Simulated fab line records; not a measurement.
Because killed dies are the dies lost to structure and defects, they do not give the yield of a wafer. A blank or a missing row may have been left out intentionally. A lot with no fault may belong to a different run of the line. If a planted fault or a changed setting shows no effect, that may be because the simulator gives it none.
Chamber matching / flow n5Finfet / N5_BEOL_M6_PECVD_70 on pecvd-02: 3 sister chambers
The step deposits SiO2 from TEOS/O2, target thk 20 nm, time 22.7 s. 27 wafers are shown with their chamber, then 12 later ones without.

## WAFERS WITH THEIR CHAMBER
wafer=L075.2; chamber=2; showerheadPlenumPTorr (Torr)=8.83; throttleValvePct (%)=21.6; heaterPowerW (W)=759
wafer=L075.3; chamber=0; showerheadPlenumPTorr (Torr)=8.73; throttleValvePct (%)=21.6; heaterPowerW (W)=805
wafer=L075.5; chamber=2; showerheadPlenumPTorr (Torr)=8.81; throttleValvePct (%)=21.9; heaterPowerW (W)=768
wafer=L074.2; chamber=2; showerheadPlenumPTorr (Torr)=8.82; throttleValvePct (%)=21.9; heaterPowerW (W)=713
wafer=L074.5; chamber=2; showerheadPlenumPTorr (Torr)=8.79; throttleValvePct (%)=22.0; heaterPowerW (W)=717
wafer=L074.6; chamber=1; showerheadPlenumPTorr (Torr)=8.70; throttleValvePct (%)=21.5; heaterPowerW (W)=751
wafer=L076.1; chamber=1; showerheadPlenumPTorr (Torr)=8.70; throttleValvePct (%)=21.3; heaterPowerW (W)=737
wafer=L076.2; chamber=2; showerheadPlenumPTorr (Torr)=8.82; throttleValvePct (%)=21.6; heaterPowerW (W)=737
wafer=L076.5; chamber=1; showerheadPlenumPTorr (Torr)=8.68; throttleValvePct (%)=21.5; heaterPowerW (W)=769
wafer=L077.1; chamber=0; showerheadPlenumPTorr (Torr)=8.75; throttleValvePct (%)=21.5; heaterPowerW (W)=777
wafer=L077.2; chamber=2; showerheadPlenumPTorr (Torr)=8.83; throttleValvePct (%)=22.0; heaterPowerW (W)=795
wafer=L077.5; chamber=2; showerheadPlenumPTorr (Torr)=8.83; throttleValvePct (%)=21.8; heaterPowerW (W)=775
wafer=L081.2; chamber=0; showerheadPlenumPTorr (Torr)=8.74; throttleValvePct (%)=21.9; heaterPowerW (W)=762
wafer=L081.5; chamber=0; showerheadPlenumPTorr (Torr)=8.73; throttleValvePct (%)=21.5; heaterPowerW (W)=759
wafer=L081.6; chamber=2; showerheadPlenumPTorr (Torr)=8.83; throttleValvePct (%)=21.7; heaterPowerW (W)=782
wafer=L080.1; chamber=1; showerheadPlenumPTorr (Torr)=8.69; throttleValvePct (%)=21.5; heaterPowerW (W)=869
wafer=L080.3; chamber=2; showerheadPlenumPTorr (Torr)=8.83; throttleValvePct (%)=22.0; heaterPowerW (W)=792
wafer=L080.4; chamber=2; showerheadPlenumPTorr (Torr)=8.82; throttleValvePct (%)=21.8; heaterPowerW (W)=800
wafer=L079.2; chamber=1; showerheadPlenumPTorr (Torr)=8.72; throttleValvePct (%)=21.4; heaterPowerW (W)=781
wafer=L079.3; chamber=0; showerheadPlenumPTorr (Torr)=8.73; throttleValvePct (%)=21.5; heaterPowerW (W)=782
wafer=L079.4; chamber=1; showerheadPlenumPTorr (Torr)=8.70; throttleValvePct (%)=21.3; heaterPowerW (W)=761
wafer=L085.1; chamber=1; showerheadPlenumPTorr (Torr)=8.71; throttleValvePct (%)=21.3; heaterPowerW (W)=777
wafer=L085.3; chamber=0; showerheadPlenumPTorr (Torr)=8.74; throttleValvePct (%)=21.7; heaterPowerW (W)=844
wafer=L085.6; chamber=2; showerheadPlenumPTorr (Torr)=8.82; throttleValvePct (%)=21.9; heaterPowerW (W)=684
wafer=L087.1; chamber=2; showerheadPlenumPTorr (Torr)=8.82; throttleValvePct (%)=21.8; heaterPowerW (W)=801
wafer=L087.4; chamber=1; showerheadPlenumPTorr (Torr)=8.68; throttleValvePct (%)=21.2; heaterPowerW (W)=819
wafer=L087.5; chamber=0; showerheadPlenumPTorr (Torr)=8.77; throttleValvePct (%)=21.4; heaterPowerW (W)=860

SIGNATURES (means of the wafers above)
reading=showerheadPlenumPTorr; chamber 0=8.7414; chamber 1=8.6975; chamber 2=8.8208; scatter within a chamber=0.0131
reading=throttleValvePct; chamber 0=21.586; chamber 1=21.375; chamber 2=21.833; scatter within a chamber=0.143
reading=heaterPowerW; chamber 0=798.43; chamber 1=783.00; chamber 2=760.25; scatter within a chamber=40.2
Rule: a wafer lies at a distance from a chamber equal to the root of the sum of squares, over the readings, of (its reading less the chamber's mean, divided by the reading's scatter). The wafer belongs to the nearest chamber; if the next one is less than 2 further off, it can't be placed. The scatter: take each reading less its chamber's mean, square it, sum over the shown wafers, divide by the number of wafers less the number of chambers, and take the root.

## WAFERS WITH NO CHAMBER GIVEN
wafer=L088.1; showerheadPlenumPTorr (Torr)=8.75; throttleValvePct (%)=21.3; heaterPowerW (W)=826
wafer=L088.3; showerheadPlenumPTorr (Torr)=8.79; throttleValvePct (%)=21.7; heaterPowerW (W)=680
wafer=L088.6; showerheadPlenumPTorr (Torr)=8.85; throttleValvePct (%)=22.0; heaterPowerW (W)=664
wafer=L089.1; showerheadPlenumPTorr (Torr)=8.68; throttleValvePct (%)=21.2; heaterPowerW (W)=747
wafer=L089.3; showerheadPlenumPTorr (Torr)=8.82; throttleValvePct (%)=22.0; heaterPowerW (W)=680
wafer=L089.5; showerheadPlenumPTorr (Torr)=8.75; throttleValvePct (%)=21.6; heaterPowerW (W)=781
wafer=L092.4; showerheadPlenumPTorr (Torr)=8.82; throttleValvePct (%)=22.1; heaterPowerW (W)=828
wafer=L092.5; showerheadPlenumPTorr (Torr)=8.76; throttleValvePct (%)=21.4; heaterPowerW (W)=813
wafer=L092.6; showerheadPlenumPTorr (Torr)=8.69; throttleValvePct (%)=21.5; heaterPowerW (W)=731
wafer=L096.2; showerheadPlenumPTorr (Torr)=8.82; throttleValvePct (%)=22.0; heaterPowerW (W)=738
wafer=L096.4; showerheadPlenumPTorr (Torr)=8.81; throttleValvePct (%)=22.1; heaterPowerW (W)=739
wafer=L096.6; showerheadPlenumPTorr (Torr)=8.71; throttleValvePct (%)=21.3; heaterPowerW (W)=838

## WHICH CHAMBER EACH WENT THROUGH
wafer=L088.1; from the rows above=can't be placed: 0 or 1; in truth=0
wafer=L088.3; from the rows above=can't be placed: 2 or 0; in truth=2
wafer=L088.6; from the rows above=2; in truth=2
wafer=L089.1; from the rows above=1; in truth=1
wafer=L089.3; from the rows above=2; in truth=2
wafer=L089.5; from the rows above=0; in truth=0
wafer=L092.4; from the rows above=2; in truth=2
wafer=L092.5; from the rows above=0; in truth=0
wafer=L092.6; from the rows above=1; in truth=1
wafer=L096.2; from the rows above=2; in truth=2
wafer=L096.4; from the rows above=2; in truth=2
wafer=L096.6; from the rows above=can't be placed: 1 or 0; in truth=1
Placed correctly: 9 of 12. Can't be placed from these rows: 3 (the true chamber is among the candidates in 3). Number placed wrongly: 0.
